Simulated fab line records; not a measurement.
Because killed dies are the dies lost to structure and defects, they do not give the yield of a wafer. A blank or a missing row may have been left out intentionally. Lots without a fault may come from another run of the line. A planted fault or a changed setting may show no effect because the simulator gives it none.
Chamber matching -- flow nandHarc -- 4 sister chambers for NHARC_P_M0_CMP_23 on cmp-03
The step polishes, t overpolish 20 s, target thk 117.53 nm. 24 wafers are shown with their chamber, then 12 later ones without.

## WAFERS, EACH WITH ITS CHAMBER
wafer,chamber,motorCurrentA (A),timeToEndpointS (s)
L080.4,3,14.9,29.7
L080.5,0,9.5,33.8
L080.6,3,14.5,33.1
L079.4,0,10.1,27.6
L079.5,0,9.8,29.1
L079.6,3,15.1,29.1
L082.1,2,11.2,29.9
L082.2,3,15.6,29.1
L082.5,0,9.1,32.1
L083.2,0,9.5,31.8
L083.3,1,10.6,28.0
L083.5,3,14.8,29.7
L084.2,2,11.4,27.8
L084.4,1,10.9,25.6
L084.5,2,10.7,28.8
L086.1,0,9.7,32.3
L086.3,3,15.0,28.2
L086.5,3,14.5,29.3
L085.1,1,10.4,28.6
L085.2,3,14.8,26.5
L085.6,1,10.5,25.8
L089.2,3,14.7,27.7
L089.4,1,10.3,29.4
L089.5,2,11.1,29.4

SIGNATURES, as means of the wafers listed above
reading,chamber 0,chamber 1,chamber 2,chamber 3,scatter within a chamber
motorCurrentA,9.617,10.540,11.100,14.878,0.313
timeToEndpointS,31.117,27.480,28.975,29.156,1.83
Rule: distance of a wafer from a chamber = root of the sum over the readings of ((wafer's reading minus chamber's mean) / reading's scatter) squared. If the next closest chamber is less than 2 further off than the closest, the wafer can't be placed; otherwise it belongs to the closest. The scatter: take each reading less its chamber's mean, square it, sum over the shown wafers, divide by the number of wafers less the number of chambers, and take the root.

## WAFERS MISSING THEIR CHAMBER
wafer,motorCurrentA (A),timeToEndpointS (s)
L093.1,15.7,29.1
L093.2,9.9,32.1
L093.6,10.9,31.6
L094.1,11.2,29.9
L094.3,15.1,28.5
L094.6,15.4,28.4
L095.2,15.2,29.9
L095.4,11.1,28.7
L095.5,10.6,26.9
L097.1,10.6,29.7
L097.2,9.9,30.7
L097.6,14.5,31.2

## CHAMBER TAKEN BY EACH
wafer,from the rows above,in truth
L093.1,3,3
L093.2,0,0
L093.6,can't be placed: 2 or 1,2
L094.1,can't be placed: 2 or 1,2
L094.3,3,3
L094.6,3,3
L095.2,3,3
L095.4,can't be placed: 2 or 1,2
L095.5,can't be placed: 1 or 2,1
L097.1,can't be placed: 1 or 2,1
L097.2,can't be placed: 0 or 1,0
L097.6,3,3
6 of 12 placed correctly. Not placeable from these rows: 6 (in 6, the candidates include the true chamber). Placed wrongly: 0.
